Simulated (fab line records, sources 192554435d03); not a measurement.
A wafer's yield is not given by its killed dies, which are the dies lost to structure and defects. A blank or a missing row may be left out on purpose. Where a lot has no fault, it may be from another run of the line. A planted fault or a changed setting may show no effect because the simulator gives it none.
Chamber matching + flow n5-finfet + N5_BEOL_M5_STRIP_64 on rie-diel-06: 4 sister chambers
The step strips in CF4. 18 wafers are shown with their chamber, then 9 later ones without.

WAFERS WITH THEIR CHAMBER
| wafer  | chamber | throttle-valve-pct (%) | showerhead-plenum-p-Torr (Torr) | drypump-motor-current-A (A) |
|--------|---------|------------------------|---------------------------------|-----------------------------|
| L077.4 | 0       | 13.7                   | 1.84                            | 5.7                         |
| L077.5 | 1       | 14.1                   | 1.77                            | 5.9                         |
| L077.6 | 2       | 13.8                   | 1.82                            | 5.2                         |
| L080.1 | 3       | 13.1                   | 1.83                            | 5.8                         |
| L080.4 | 1       | 14.1                   | 1.77                            | 5.9                         |
| L080.5 | 2       | 13.8                   | 1.82                            | 5.2                         |
| L081.3 | 2       | 13.8                   | 1.82                            | 5.2                         |
| L081.5 | 3       | 13.1                   | 1.83                            | 5.8                         |
| L081.6 | 0       | 13.7                   | 1.84                            | 5.8                         |
| L085.1 | 3       | 13.1                   | 1.83                            | 5.8                         |
| L085.2 | 2       | 13.8                   | 1.82                            | 5.2                         |
| L085.3 | 1       | 14.1                   | 1.77                            | 5.9                         |
| L086.3 | 3       | 13.1                   | 1.83                            | 5.8                         |
| L086.4 | 1       | 14.1                   | 1.77                            | 5.9                         |
| L086.5 | 3       | 13.1                   | 1.83                            | 5.8                         |
| L090.1 | 3       | 13.2                   | 1.83                            | 5.8                         |
| L090.2 | 2       | 13.8                   | 1.82                            | 5.2                         |
| L090.6 | 1       | 14.1                   | 1.76                            | 5.9                         |

SIGNATURES (averages over the wafers above)
| reading                  | chamber 0 | chamber 1 | chamber 2 | chamber 3 | scatter within a chamber |
|--------------------------|-----------|-----------|-----------|-----------|--------------------------|
| throttle-valve-pct       | 13.700    | 14.100    | 13.800    | 13.117    | 0.0244                   |
| showerhead-plenum-p-Torr | 1.8400    | 1.7680    | 1.8200    | 1.8300    | 0.00239                  |
| drypump-motor-current-A  | 5.750     | 5.900     | 5.200     | 5.800     | 0.0189                   |
Rule: for a wafer and a chamber, the distance is found by dividing, reading by reading, the gap between the wafer's reading and the chamber's mean by the reading's scatter, squaring, summing and taking the root. The wafer belongs to the nearest chamber; if the next one is less than 2 further off, it can't be placed. How the scatter is found: for the shown wafers, subtract from each reading the mean of its chamber, square and add these, divide the total by (wafers less chambers), then take the root.

WAFERS WITHOUT THEIR CHAMBER
| wafer  | throttle-valve-pct (%) | showerhead-plenum-p-Torr (Torr) | drypump-motor-current-A (A) |
|--------|------------------------|---------------------------------|-----------------------------|
| L091.1 | 14.1                   | 1.76                            | 5.9                         |
| L091.4 | 13.2                   | 1.83                            | 5.7                         |
| L091.6 | 13.2                   | 1.83                            | 5.7                         |
| L095.2 | 13.2                   | 1.83                            | 5.8                         |
| L095.5 | 13.9                   | 1.81                            | 5.2                         |
| L095.6 | 13.2                   | 1.83                            | 5.8                         |
| L097.1 | 13.9                   | 1.81                            | 5.2                         |
| L097.2 | 13.2                   | 1.83                            | 5.7                         |
| L097.4 | 13.2                   | 1.82                            | 5.8                         |

WHICH CHAMBER EACH WENT THROUGH
| wafer  | from the rows above | in truth                   |
|--------|---------------------|----------------------------|
| L091.1 | 1                   | 1                          |
| L091.4 | 3                   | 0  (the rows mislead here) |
| L091.6 | 3                   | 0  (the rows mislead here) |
| L095.2 | 3                   | 3                          |
| L095.5 | 2                   | 2                          |
| L095.6 | 3                   | 3                          |
| L097.1 | 2                   | 2                          |
| L097.2 | 3                   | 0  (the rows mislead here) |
| L097.4 | 3                   | 3                          |
Correctly placed: 6 of 9. Can't be placed from these rows: 0. Placed wrongly: 3.
